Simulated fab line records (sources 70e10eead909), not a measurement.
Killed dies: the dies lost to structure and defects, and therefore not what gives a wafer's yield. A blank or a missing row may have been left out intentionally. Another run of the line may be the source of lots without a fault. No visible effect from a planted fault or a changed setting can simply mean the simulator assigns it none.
Matching of chambers || flow nand_harc || NHARC_P_BONDPAD_STRIP_15 on rie_diel-04: 4 sister chambers
The step strips in O2. 16 wafers are shown with their chamber, then 8 later ones without.

== EACH WAFER AND ITS CHAMBER ==
{"wafer": "L074.3", "chamber": 2, "showerhead_plenum_p_Torr (Torr)": 3.69, "oes_product_au (a.u.)": 1.002, "rf_vpp_V (V)": 59.1}
{"wafer": "L074.4", "chamber": 3, "showerhead_plenum_p_Torr (Torr)": 3.78, "oes_product_au (a.u.)": 1.014, "rf_vpp_V (V)": 57.1}
{"wafer": "L074.6", "chamber": 0, "showerhead_plenum_p_Torr (Torr)": 3.70, "oes_product_au (a.u.)": 1.023, "rf_vpp_V (V)": 59.8}
{"wafer": "L076.2", "chamber": 3, "showerhead_plenum_p_Torr (Torr)": 3.78, "oes_product_au (a.u.)": 1.019, "rf_vpp_V (V)": 58.1}
{"wafer": "L076.4", "chamber": 1, "showerhead_plenum_p_Torr (Torr)": 3.54, "oes_product_au (a.u.)": 1.024, "rf_vpp_V (V)": 57.4}
{"wafer": "L076.5", "chamber": 3, "showerhead_plenum_p_Torr (Torr)": 3.78, "oes_product_au (a.u.)": 1.001, "rf_vpp_V (V)": 57.8}
{"wafer": "L078.1", "chamber": 1, "showerhead_plenum_p_Torr (Torr)": 3.54, "oes_product_au (a.u.)": 1.017, "rf_vpp_V (V)": 59.3}
{"wafer": "L078.4", "chamber": 2, "showerhead_plenum_p_Torr (Torr)": 3.69, "oes_product_au (a.u.)": 0.993, "rf_vpp_V (V)": 56.9}
{"wafer": "L078.6", "chamber": 0, "showerhead_plenum_p_Torr (Torr)": 3.69, "oes_product_au (a.u.)": 1.003, "rf_vpp_V (V)": 57.9}
{"wafer": "L080.3", "chamber": 1, "showerhead_plenum_p_Torr (Torr)": 3.54, "oes_product_au (a.u.)": 1.005, "rf_vpp_V (V)": 56.7}
{"wafer": "L080.5", "chamber": 0, "showerhead_plenum_p_Torr (Torr)": 3.69, "oes_product_au (a.u.)": 1.008, "rf_vpp_V (V)": 57.1}
{"wafer": "L080.6", "chamber": 3, "showerhead_plenum_p_Torr (Torr)": 3.78, "oes_product_au (a.u.)": 1.021, "rf_vpp_V (V)": 58.3}
{"wafer": "L081.4", "chamber": 2, "showerhead_plenum_p_Torr (Torr)": 3.69, "oes_product_au (a.u.)": 1.011, "rf_vpp_V (V)": 57.4}
{"wafer": "L081.5", "chamber": 0, "showerhead_plenum_p_Torr (Torr)": 3.69, "oes_product_au (a.u.)": 1.002, "rf_vpp_V (V)": 58.6}
{"wafer": "L081.6", "chamber": 3, "showerhead_plenum_p_Torr (Torr)": 3.78, "oes_product_au (a.u.)": 0.994, "rf_vpp_V (V)": 58.1}
{"wafer": "L083.2", "chamber": 1, "showerhead_plenum_p_Torr (Torr)": 3.54, "oes_product_au (a.u.)": 0.980, "rf_vpp_V (V)": 57.7}

SIGNATURES (means of the wafers above)
{"reading": "showerhead_plenum_p_Torr", "chamber 0": 3.6925, "chamber 1": 3.5400, "chamber 2": 3.6900, "chamber 3": 3.7800, "scatter within a chamber": 0.0025}
{"reading": "oes_product_au", "chamber 0": 1.00900, "chamber 1": 1.00650, "chamber 2": 1.00200, "chamber 3": 1.00980, "scatter within a chamber": 0.0133}
{"reading": "rf_vpp_V", "chamber 0": 58.350, "chamber 1": 57.775, "chamber 2": 57.800, "chamber 3": 57.880, "scatter within a chamber": 0.962}
Rule: for each reading, subtract the chamber's mean from the wafer's reading, divide by that reading's scatter and square the result; add these up over the readings and take the root, which gives the wafer's distance from the chamber. The wafer belongs to the nearest chamber; if the next one is less than 2 further off, it can't be placed. How the scatter is found: for the shown wafers, subtract from each reading the mean of its chamber, square and add these, divide the total by (wafers less chambers), then take the root.

== WAFERS WITHOUT THEIR CHAMBER ==
{"wafer": "L083.4", "showerhead_plenum_p_Torr (Torr)": 3.78, "oes_product_au (a.u.)": 0.979, "rf_vpp_V (V)": 58.9}
{"wafer": "L083.6", "showerhead_plenum_p_Torr (Torr)": 3.69, "oes_product_au (a.u.)": 1.008, "rf_vpp_V (V)": 61.2}
{"wafer": "L084.1", "showerhead_plenum_p_Torr (Torr)": 3.69, "oes_product_au (a.u.)": 0.993, "rf_vpp_V (V)": 59.6}
{"wafer": "L084.2", "showerhead_plenum_p_Torr (Torr)": 3.69, "oes_product_au (a.u.)": 1.005, "rf_vpp_V (V)": 59.1}
{"wafer": "L084.4", "showerhead_plenum_p_Torr (Torr)": 3.78, "oes_product_au (a.u.)": 0.994, "rf_vpp_V (V)": 57.9}
{"wafer": "L089.3", "showerhead_plenum_p_Torr (Torr)": 3.69, "oes_product_au (a.u.)": 1.011, "rf_vpp_V (V)": 58.2}
{"wafer": "L089.4", "showerhead_plenum_p_Torr (Torr)": 3.69, "oes_product_au (a.u.)": 1.020, "rf_vpp_V (V)": 58.4}
{"wafer": "L089.5", "showerhead_plenum_p_Torr (Torr)": 3.69, "oes_product_au (a.u.)": 1.016, "rf_vpp_V (V)": 59.2}

== CHAMBER TAKEN BY EACH ==
{"wafer": "L083.4", "from the rows above": 3, "in truth": 3}
{"wafer": "L083.6", "from the rows above": "can't be placed: 0 or 2", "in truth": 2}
{"wafer": "L084.1", "from the rows above": "can't be placed: 2 or 0", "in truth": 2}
{"wafer": "L084.2", "from the rows above": "can't be placed: 0 or 2", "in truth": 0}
{"wafer": "L084.4", "from the rows above": 3, "in truth": 3}
{"wafer": "L089.3", "from the rows above": "can't be placed: 2 or 0", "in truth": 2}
{"wafer": "L089.4", "from the rows above": "can't be placed: 0 or 2", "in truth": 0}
{"wafer": "L089.5", "from the rows above": "can't be placed: 0 or 2", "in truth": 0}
2 of 8 placed correctly. Can't be placed from these rows: 6 (the true chamber is among the candidates in 6). 0 placed wrongly.
